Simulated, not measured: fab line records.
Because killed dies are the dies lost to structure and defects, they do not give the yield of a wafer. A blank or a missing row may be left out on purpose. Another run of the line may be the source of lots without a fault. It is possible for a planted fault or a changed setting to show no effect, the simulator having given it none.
fab line records    flow n5_finfet
record: lots: 24  wafers: 72  last_day: 18
route steps=1938 shown BEOL_M8@1366 BEOL_M9@1403
lots that met no fault: taken from a fault-free run of the same line
start_h: hours from the record's opening day to when the first of the lot's shown wafers began    wait_h: time in hours since the lot's previous step    " same as the row above    L1.1+2: a row that stands for several wafers    - no value, or no start was given    * or withheld: withheld    < > ~ a bound
route shown NAME@n: a module of which the file shows steps, and the number in the route of the first    usual: mean and standard deviation over wafers with no fault    same: alike in all rows    chamber/n: place in a boat    sites: per-site readings    _std_site: the standard deviation of these    _edge_site: inner sites' mean taken away from outer sites' mean    radius_mm: how far each site lies from the wafer's centre    mask NAME#n: copy n    behind: the last tool/chamber to shape the wafer    hold: cause of the lot's hold/its duration in hours/its outcome    device: which transistor (n, p or np) failed to switch    end of line: the tests these same wafers got at the end of their route    a step without rows: its recipe alone    killed: the dies lost at the first sort to structure and to defects; this is not the yield of the wafer    map: a wafer's dies, marking killed ones x, the rest . and places with no die _
set.NAME: the setting the step ran with; set.NAME@STEP: the setting that earlier step ran with    model.NAME: the simulator's own value behind a step, which no gauge read
a sample of lots followed through the steps of the route, with each step as a table and each wafer as a row
services: when a tool's chamber went out of use (start_h, in hours from the record's first day, below 0 if earlier), for how many hours, and the reason
== steps ==
step: N5_BEOL_M8_OVL_MEAS_29
recipe: points_per_wafer: 522
usual: V7_OVL: 0.3/0.68
lot.wafer  tool        chamber  start_h  wait_h  V7_OVL[nm]
L075.1     overlay-02  0        201.04   0.0     0.0
L075.3     "           0        "        "       1.5
L075.5     "           0        "        "       0.3
L074.2     overlay-01  0        203.35   0.0     0.3
L074.3     "           0        "        "       0.4
L074.6     "           0        "        "       -0.1
L076.2     overlay-02  0        210.84   0.0     -0.1
L076.5     "           0        "        "       0.7
L076.6     "           0        "        "       -0.6
L077.2     overlay-01  0        218.32   0.0     1.0
L077.3     "           0        "        "       0.9
L077.6     "           0        "        "       1.5
L078.2     overlay-02  0        222.13   0.0     0.4
L078.3     "           0        "        "       0.6
L078.6     "           0        "        "       0.8
L079.1     overlay-02  0        232.78   0.0     0.4
L079.2     "           0        "        "       0.9
L079.5     "           0        "        "       0.7
L080.1     overlay-02  0        242.55   0.0     0.3
L080.4     "           0        "        "       -0.7
L080.5     "           0        "        "       0.1
L082.1     overlay-02  0        248.72   0.0     0.2
L082.2     "           0        "        "       0.5
L082.4     "           0        "        "       0.0
L081.3     overlay-02  0        248.82   0.0     0.1
L081.4     "           0        "        "       1.1
L081.6     "           0        "        "       0.6
L084.3     overlay-01  0        260.33   0.0     -0.1
L084.4     "           0        "        "       0.3
L084.6     "           0        "        "       1.5
L083.1     overlay-02  0        260.57   0.0     -1.2
L083.3     "           0        "        "       -0.9
L083.5     "           0        "        "       0.0
L085.3     overlay-02  0        261.23   0.0     0.4
L085.5     "           0        "        "       -0.4
L085.6     "           0        "        "       0.3
L087.3     overlay-02  0        281.01   0.0     0.2
L087.4     "           0        "        "       0.3
L087.5     "           0        "        "       -0.1
L086.1     overlay-01  0        296.33   0.0     2.2
L086.3     "           0        "        "       0.3
L086.4     "           0        "        "       0.6
L088.1     overlay-01  0        296.42   0.0     0.5
L088.3     "           0        "        "       1.3
L088.4     "           0        "        "       0.1
L089.2     overlay-01  0        308.31   0.0     -0.3
L089.4     "           0        "        "       0.6
L089.5     "           0        "        "       0.4
L090.1     overlay-01  0        312.50   0.0     0.7
L090.3     "           0        "        "       1.0
L090.5     "           0        "        "       1.8
L093.2     overlay-02  0        312.55   0.0     0.0
L093.4     "           0        "        "       -1.2
L093.6     "           0        "        "       -0.2
L091.3     overlay-02  0        315.31   0.0     0.1
L091.5     "           0        "        "       0.3
L091.6     "           0        "        "       0.0
L092.1     overlay-02  0        323.40   0.0     0.0
L092.2     "           0        "        "       0.3
L092.3     "           0        "        "       1.0
L095.1     overlay-01  0        335.56   0.0     0.3
L095.3     "           0        "        "       -0.6
L095.6     "           0        "        "       -0.9
L094.3     overlay-02  0        345.43   0.0     0.3
L094.5     "           0        "        "       0.3
L094.6     "           0        "        "       -0.2
L097.1     overlay-01  0        351.44   0.0     1.0
L097.3     "           0        "        "       0.6
L097.6     "           0        "        "       1.2
L096.1     overlay-02  0        361.35   0.0     -0.5
L096.4     "           0        "        "       -0.4
L096.5     "           0        "        "       0.8
step: N5_BEOL_M8_CURE_75
recipe: temp_c: 370  time_s: 120  ambient: DMADMS/He  material: SiCOH_lowk
usual: lamp_power_pct: 52.31/0.053  wafer_temp_C_max: 371.9/0.82
lot.wafer  tool        chamber  start_h  wait_h  lamp_power_pct  wafer_temp_C_max
L075.1     uv_cure-01  2        202.41   0.0     52.28           371.1
L075.3     "           2        "        "       52.38           371.4
L075.5     "           2        "        "       52.24           371.4
L074.2     uv_cure-01  2        204.11   0.1     52.26           371.3
L074.3     "           2        "        "       52.24           371.2
L074.6     "           2        "        "       52.22           371.6
L076.2     uv_cure-03  2        211.60   0.1     52.31           372.5
L076.5     "           2        "        "       52.27           372.6
L076.6     "           2        "        "       52.23           373.1
L077.2     uv_cure-03  2        219.30   0.1     52.38           373.2
L077.3     "           2        "        "       52.30           372.5
L077.6     "           2        "        "       52.33           372.4
L078.2     uv_cure-01  1        222.94   0.1     52.19           373.4
L078.3     "           1        "        "       52.24           372.5
L078.6     "           1        "        "       52.31           372.5
L079.1     uv_cure-01  1        233.50   0.0     52.28           372.6
L079.2     "           1        "        "       52.32           372.7
L079.5     "           1        "        "       52.31           372.3
L080.1     uv_cure-02  1        243.51   0.0     52.28           371.2
L080.4     "           1        "        "       52.23           371.8
L080.5     "           1        "        "       52.32           371.7
L082.1     uv_cure-02  1        249.46   0.0     52.38           371.6
L082.2     "           1        "        "       52.34           371.4
L082.4     "           1        "        "       52.32           371.2
L081.3     uv_cure-03  0        249.74   0.2     52.29           371.3
L081.4     "           0        "        "       52.29           371.0
L081.6     "           0        "        "       52.27           370.9
L084.3     uv_cure-01  0        261.14   0.1     52.38           372.0
L084.4     "           0        "        "       52.41           371.5
L084.6     "           0        "        "       52.34           372.0
L083.1     uv_cure-03  1        261.55   0.0     52.34           371.1
L083.3     "           1        "        "       52.33           370.8
L083.5     "           1        "        "       52.35           371.4
L085.3     uv_cure-02  1        262.03   0.1     52.37           371.6
L085.5     "           1        "        "       52.34           371.5
L085.6     "           1        "        "       52.34           371.6
L087.3     uv_cure-03  1        282.07   0.3     52.28           370.7
L087.4     "           1        "        "       52.28           370.8
L087.5     "           1        "        "       52.46           371.1
L086.1     uv_cure-01  1        297.05   0.0     52.33           373.8
L086.3     "           1        "        "       52.31           372.7
L086.4     "           1        "        "       52.25           372.1
L088.1     uv_cure-01  1        297.38   0.0     52.26           372.7
L088.3     "           1        "        "       52.22           372.1
L088.4     "           1        "        "       52.34           372.6
L089.2     uv_cure-02  0        309.12   0.1     52.31           370.8
L089.4     "           0        "        "       52.32           371.2
L089.5     "           0        "        "       52.38           371.4
L090.1     uv_cure-02  1        314.31   0.0     52.30           371.2
L090.3     "           1        "        "       52.28           371.4
L090.5     "           1        "        "       52.31           371.5
L093.2     uv_cure-03  2        314.47   0.1     52.16           373.1
L093.4     "           2        "        "       52.35           372.8
L093.6     "           2        "        "       52.29           372.0
L091.3     uv_cure-01  2        316.12   0.1     52.28           371.6
L091.5     "           2        "        "       52.32           371.6
L091.6     "           2        "        "       52.27           371.7
L092.1     uv_cure-01  1        324.15   0.0     52.34           372.2
L092.2     "           1        "        "       52.31           372.0
L092.3     "           1        "        "       52.27           372.5
L095.1     uv_cure-03  2        336.36   0.0     52.28           372.6
L095.3     "           2        "        "       52.35           372.1
L095.6     "           2        "        "       52.25           372.6
L094.3     uv_cure-03  1        346.24   0.1     52.28           371.3
L094.5     "           1        "        "       52.34           370.9
L094.6     "           1        "        "       52.26           371.1
L097.1     uv_cure-02  0        352.18   0.0     52.30           371.1
L097.3     "           0        "        "       52.34           370.7
L097.6     "           0        "        "       52.18           370.8
L096.1     uv_cure-01  1        362.18   0.0     52.30           372.4
L096.4     "           1        "        "       52.25           373.3
L096.5     "           1        "        "       52.24           372.4
step: N5_BEOL_M8_DEGAS_44
recipe: ambient: vacuum  temp_c: 250  time_s: 60
usual: heater_power_w: 330/36
lot.wafer  tool            chamber  start_h  wait_h  heater_power_w
L075.1     pvd_sputter-03  -        204.14   1.7     308
L075.3     "               -        "        "       310
L075.5     "               -        "        "       377
L074.2     pvd_sputter-01  -        204.38   0.2     285
L074.3     "               -        "        "       357
L074.6     "               -        "        "       275
L076.2     pvd_sputter-02  -        212.03   0.4     379
L076.5     "               -        "        "       322
L076.6     "               -        "        "       393
L077.2     pvd_sputter-03  -        220.25   0.9     361
L077.3     "               -        "        "       299
L077.6     "               -        "        "       301
L078.2     pvd_sputter-02  -        223.52   0.5     396
L078.3     "               -        "        "       325
L078.6     "               -        "        "       319
L079.1     pvd_sputter-03  -        233.88   0.3     353
L079.2     "               -        "        "       306
L079.5     "               -        "        "       367
L080.1     pvd_sputter-02  -        243.98   0.4     405
L080.4     "               -        "        "       320
L080.5     "               -        "        "       393
L082.1     pvd_sputter-01  -        250.20   0.7     280
L082.2     "               -        "        "       351
L082.4     "               -        "        "       351
L081.3     pvd_sputter-01  -        250.29   0.5     342
L081.4     "               -        "        "       354
L081.6     "               -        "        "       352
L084.3     pvd_sputter-01  -        261.84   0.7     341
L084.4     "               -        "        "       339
L084.6     "               -        "        "       277
L083.1     pvd_sputter-01  -        262.02   0.4     362
L083.3     "               -        "        "       348
L083.5     "               -        "        "       347
L085.3     pvd_sputter-01  -        262.32   0.2     282
L085.5     "               -        "        "       358
L085.6     "               -        "        "       276
L087.3     pvd_sputter-02  -        282.33   0.2     323
L087.4     "               -        "        "       397
L087.5     "               -        "        "       319
L086.1     pvd_sputter-01  -        297.39   0.3     351
L086.3     "               -        "        "       340
L086.4     "               -        "        "       283
L088.1     pvd_sputter-01  -        297.83   0.4     342
L088.3     "               -        "        "       280
L088.4     "               -        "        "       343
L089.2     pvd_sputter-01  -        309.72   0.5     271
L089.4     "               -        "        "       273
L089.5     "               -        "        "       278
L090.1     pvd_sputter-03  -        315.03   0.6     310
L090.3     "               -        "        "       377
L090.5     "               -        "        "       364
L093.2     pvd_sputter-03  -        315.11   0.6     351
L093.4     "               -        "        "       300
L093.6     "               -        "        "       305
L091.3     pvd_sputter-02  -        316.58   0.4     325
L091.5     "               -        "        "       327
L091.6     "               -        "        "       389
L092.1     pvd_sputter-03  -        324.84   0.6     294
L092.2     "               -        "        "       363
L092.3     "               -        "        "       366
L095.1     pvd_sputter-02  -        337.25   0.8     391
L095.3     "               -        "        "       323
L095.6     "               -        "        "       398
L094.3     pvd_sputter-02  -        346.54   0.3     399
L094.5     "               -        "        "       313
L094.6     "               -        "        "       324
L097.1     pvd_sputter-03  -        352.54   0.3     364
L097.3     "               -        "        "       298
L097.6     "               -        "        "       352
L096.1     pvd_sputter-02  -        362.68   0.4     317
L096.4     "               -        "        "       325
L096.5     "               -        "        "       393
step: N5_BEOL_M9_THK_MEAS_01
recipe: reads: SiCOH_lowk_of_BEOL_M9_ILD_DEP_00
usual: M9_ILD_THK: 269/3.5
lot.wafer  tool           chamber  start_h  wait_h  M9_ILD_THK[nm]
L075.1     film_metro-02  -        206.39   0.4     266
L075.3     "              -        "        "       263
L075.5     "              -        "        "       270
L074.2     film_metro-02  -        206.87   0.4     267
L074.3     "              -        "        "       270
L074.6     "              -        "        "       273
L076.2     film_metro-01  -        214.52   0.4     268
L076.5     "              -        "        "       271
L076.6     "              -        "        "       272
L077.2     film_metro-02  -        224.31   0.4     266
L077.3     "              -        "        "       264
L077.6     "              -        "        "       273
L078.2     film_metro-02  -        226.76   0.7     262
L078.3     "              -        "        "       264
L078.6     "              -        "        "       269
L079.1     film_metro-01  -        236.33   0.4     268
L079.2     "              -        "        "       262
L079.5     "              -        "        "       268
L080.1     film_metro-02  -        246.44   0.4     268
L080.4     "              -        "        "       267
L080.5     "              -        "        "       269
L082.1     film_metro-01  -        253.79   0.4     267
L082.2     "              -        "        "       265
L082.4     "              -        "        "       267
L081.3     film_metro-01  -        254.07   0.3     271
L081.4     "              -        "        "       274
L081.6     "              -        "        "       277
L083.1     film_metro-02  -        265.56   0.4     268
L083.3     "              -        "        "       265
L083.5     "              -        "        "       270
L084.3     film_metro-02  -        266.25   0.5     270
L084.4     "              -        "        "       271
L084.6     "              -        "        "       268
L085.3     film_metro-02  -        266.53   0.3     268
L085.5     "              -        "        "       272
L085.6     "              -        "        "       267
L087.3     film_metro-02  -        293.12   0.3     269
L087.4     "              -        "        "       269
L087.5     "              -        "        "       269
L086.1     film_metro-01  -        300.16   0.8     262
L086.3     "              -        "        "       271
L086.4     "              -        "        "       272
L088.1     film_metro-02  -        301.27   0.8     269
L088.3     "              -        "        "       266
L088.4     "              -        "        "       274
L089.2     film_metro-02  -        313.91   0.4     266
L089.4     "              -        "        "       267
L089.5     "              -        "        "       272
L093.2     film_metro-02  -        318.27   0.4     264
L093.4     "              -        "        "       267
L093.6     "              -        "        "       275
L090.1     film_metro-01  -        318.61   0.8     274
L090.3     "              -        "        "       269
L090.5     "              -        "        "       276
L091.3     film_metro-02  -        319.12   0.3     267
L091.5     "              -        "        "       265
L091.6     "              -        "        "       269
L092.1     film_metro-01  -        327.77   0.4     267
L092.2     "              -        "        "       267
L092.3     "              -        "        "       263
L095.1     film_metro-02  -        341.31   0.4     264
L095.3     "              -        "        "       273
L095.6     "              -        "        "       278
L094.3     film_metro-01  -        350.14   0.3     264
L094.5     "              -        "        "       269
L094.6     "              -        "        "       271
L097.1     film_metro-01  -        354.84   0.4     264
L097.3     "              -        "        "       263
L097.6     "              -        "        "       269
L096.1     film_metro-01  -        365.18   0.4     264
L096.4     "              -        "        "       272
L096.5     "              -        "        "       270
step: N5_BEOL_M9_HM_DEP_02
recipe: material: TiN  target_thk_a: 200  temp_c: 25  chamber_pressure_pa: 0.49996
usual: substrate_temp_c: 25.00/0.11  throttle_valve_pct: 30.2/0.73
lot.wafer  tool            chamber  start_h  wait_h  substrate_temp_c  throttle_valve_pct
L075.1     pvd_sputter-01  -        207.64   1.2     25.07             31.0
L075.3     "               -        "        "       25.09             30.8
L075.5     "               -        "        "       25.11             29.5
L074.2     pvd_sputter-03  -        208.26   1.3     24.78             30.0
L074.3     "               -        "        "       24.81             28.9
L074.6     "               -        "        "       24.71             28.6
L076.2     pvd_sputter-03  -        216.59   2.0     25.11             28.8
L076.5     "               -        "        "       25.00             30.0
L076.6     "               -        "        "       25.20             30.6
L077.2     pvd_sputter-01  -        224.41   0.0     25.10             31.2
L077.3     "               -        "        "       25.14             30.8
L077.6     "               -        "        "       24.97             30.7
L078.2     pvd_sputter-01  -        226.86   0.0     24.94             29.1
L078.3     "               -        "        "       24.84             30.8
L078.6     "               -        "        "       24.97             30.9
L079.1     pvd_sputter-01  -        237.12   0.7     24.85             30.8
L079.2     "               -        "        "       24.79             29.2
L079.5     "               -        "        "       24.86             29.1
L080.1     pvd_sputter-01  -        246.54   0.0     25.05             30.9
L080.4     "               -        "        "       24.95             31.0
L080.5     "               -        "        "       25.01             31.0
L082.1     pvd_sputter-01  -        254.32   0.5     24.94             31.1
L082.2     "               -        "        "       24.99             29.3
L082.4     "               -        "        "       25.00             31.0
L081.3     pvd_sputter-02  -        254.46   0.3     24.90             30.6
L081.4     "               -        "        "       24.99             30.7
L081.6     "               -        "        "       24.93             30.8
L083.1     pvd_sputter-02  -        267.53   1.9     24.76             30.6
L083.3     "               -        "        "       25.07             30.9
L083.5     "               -        "        "       25.14             29.8
L084.3     pvd_sputter-01  -        267.55   1.2     24.97             31.2
L084.4     "               -        "        "       25.07             29.1
L084.6     "               -        "        "       25.06             30.8
L085.3     pvd_sputter-01  -        267.67   1.1     25.02             29.4
L085.5     "               -        "        "       25.06             29.4
L085.6     "               -        "        "       25.12             30.9
L087.3     pvd_sputter-03  -        295.07   1.9     25.08             29.4
L087.4     "               -        "        "       24.90             29.9
L087.5     "               -        "        "       24.88             30.0
L086.1     pvd_sputter-01  -        300.92   0.7     24.93             30.8
L086.3     "               -        "        "       24.93             31.0
L086.4     "               -        "        "       24.98             29.2
L088.1     pvd_sputter-01  -        302.10   0.8     24.97             30.7
L088.3     "               -        "        "       24.95             30.9
L088.4     "               -        "        "       25.04             30.4
L089.2     pvd_sputter-02  -        314.30   0.3     24.88             30.6
L089.4     "               -        "        "       24.96             29.9
L089.5     "               -        "        "       24.89             30.7
L093.2     pvd_sputter-03  -        319.94   1.6     25.06             30.7
L093.4     "               -        "        "       24.99             28.5
L093.6     "               -        "        "       25.04             30.7
L090.1     pvd_sputter-03  -        320.04   1.4     25.04             28.6
L090.3     "               -        "        "       25.04             29.0
L090.5     "               -        "        "       24.94             30.6
L091.3     pvd_sputter-02  -        320.15   1.0     24.95             29.6
L091.5     "               -        "        "       25.06             29.7
L091.6     "               -        "        "       24.95             30.7
L092.1     pvd_sputter-02  -        328.64   0.8     24.92             29.9
L092.2     "               -        "        "       25.18             29.5
L092.3     "               -        "        "       24.81             30.9
L095.1     pvd_sputter-03  -        341.62   0.3     25.09             30.8
L095.3     "               -        "        "       25.06             28.6
L095.6     "               -        "        "       25.05             30.5
L094.3     pvd_sputter-02  -        352.40   2.2     24.99             29.9
L094.5     "               -        "        "       24.99             30.1
L094.6     "               -        "        "       25.03             29.9
L097.1     pvd_sputter-02  -        356.12   1.2     24.97             30.6
L097.3     "               -        "        "       25.03             30.0
L097.6     "               -        "        "       25.11             30.9
L096.1     pvd_sputter-02  -        365.76   0.5     25.17             29.9
L096.4     "               -        "        "       25.26             30.7
L096.5     "               -        "        "       24.91             29.5
step: N5_BEOL_M9_INSPECT_13
recipe: mode: adi  inspect_instrument: brightfield
usual: raw_defect_count: 427/90
lot.wafer  tool               chamber  start_h  wait_h  raw_defect_count
L075.1     defect_inspect-01  -        208.09   0.0     466
L075.3     "                  -        "        "       422
L075.5     "                  -        "        "       413
L074.2     defect_inspect-01  -        208.81   0.0     429
L074.3     "                  -        "        "       329
L074.6     "                  -        "        "       371
L076.2     defect_inspect-02  -        217.01   0.0     294
L076.5     "                  -        "        "       377
L076.6     "                  -        "        "       437
L077.2     defect_inspect-02  -        224.83   0.0     434
L077.3     "                  -        "        "       370
L077.6     "                  -        "        "       362
L078.2     defect_inspect-01  -        227.41   0.0     345
L078.3     "                  -        "        "       273
L078.6     "                  -        "        "       287
L079.1     defect_inspect-02  -        237.67   0.0     370
L079.2     "                  -        "        "       504
L079.5     "                  -        "        "       516
L080.1     defect_inspect-01  -        247.10   0.0     468
L080.4     "                  -        "        "       457
L080.5     "                  -        "        "       397
L082.1     defect_inspect-02  -        254.88   0.0     399
L082.2     "                  -        "        "       239
L082.4     "                  -        "        "       296
L081.3     defect_inspect-02  -        255.05   0.0     426
L081.4     "                  -        "        "       556
L081.6     "                  -        "        "       530
L083.1     defect_inspect-01  -        267.96   0.0     467
L083.3     "                  -        "        "       594
L083.5     "                  -        "        "       631
L084.3     defect_inspect-01  -        268.00   0.0     500
L084.4     "                  -        "        "       554
L084.6     "                  -        "        "       581
L085.3     defect_inspect-01  -        268.24   0.0     542
L085.5     "                  -        "        "       522
L085.6     "                  -        "        "       463
L087.3     defect_inspect-01  -        295.62   0.0     507
L087.4     "                  -        "        "       466
L087.5     "                  -        "        "       632
L086.1     defect_inspect-02  -        301.47   0.0     371
L086.3     "                  -        "        "       318
L086.4     "                  -        "        "       261
L088.1     defect_inspect-02  -        302.52   0.0     351
L088.3     "                  -        "        "       436
L088.4     "                  -        "        "       352
L089.2     defect_inspect-01  -        314.85   0.0     338
L089.4     "                  -        "        "       422
L089.5     "                  -        "        "       378
L093.2     defect_inspect-01  -        320.49   0.0     408
L093.4     "                  -        "        "       542
L093.6     "                  -        "        "       470
L090.1     defect_inspect-01  -        320.65   0.0     391
L090.3     "                  -        "        "       434
L090.5     "                  -        "        "       412
L091.3     defect_inspect-01  -        320.82   0.0     351
L091.5     "                  -        "        "       332
L091.6     "                  -        "        "       335
L092.1     defect_inspect-01  -        329.06   0.0     407
L092.2     "                  -        "        "       371
L092.3     "                  -        "        "       507
L095.1     defect_inspect-01  -        342.17   0.0     397
L095.3     "                  -        "        "       554
L095.6     "                  -        "        "       487
L094.3     defect_inspect-01  -        352.95   0.0     396
L094.5     "                  -        "        "       417
L094.6     "                  -        "        "       468
L097.1     defect_inspect-01  -        356.68   0.0     415
L097.3     "                  -        "        "       346
L097.6     "                  -        "        "       578
L096.1     defect_inspect-01  -        366.19   0.0     480
L096.4     "                  -        "        "       494
L096.5     "                  -        "        "       370
== services ==
tool            chamber  start_h  hours  kind
uv_cure-01      -        192.60   2.1    pm
uv_cure-01      -        198.28   1.0    pm
uv_cure-03      -        242.34   6.1    repair
uv_cure-01      -        242.69   1.8    repair
uv_cure-01      -        263.17   7.1    pm
uv_cure-02      -        329.94   7.5    pm
pvd_sputter-01  -        336.32   11.7   repair
uv_cure-03      -        350.17   7.5    pm
pvd_sputter-02  -        357.05   3.6    repair
== key ==
fault none
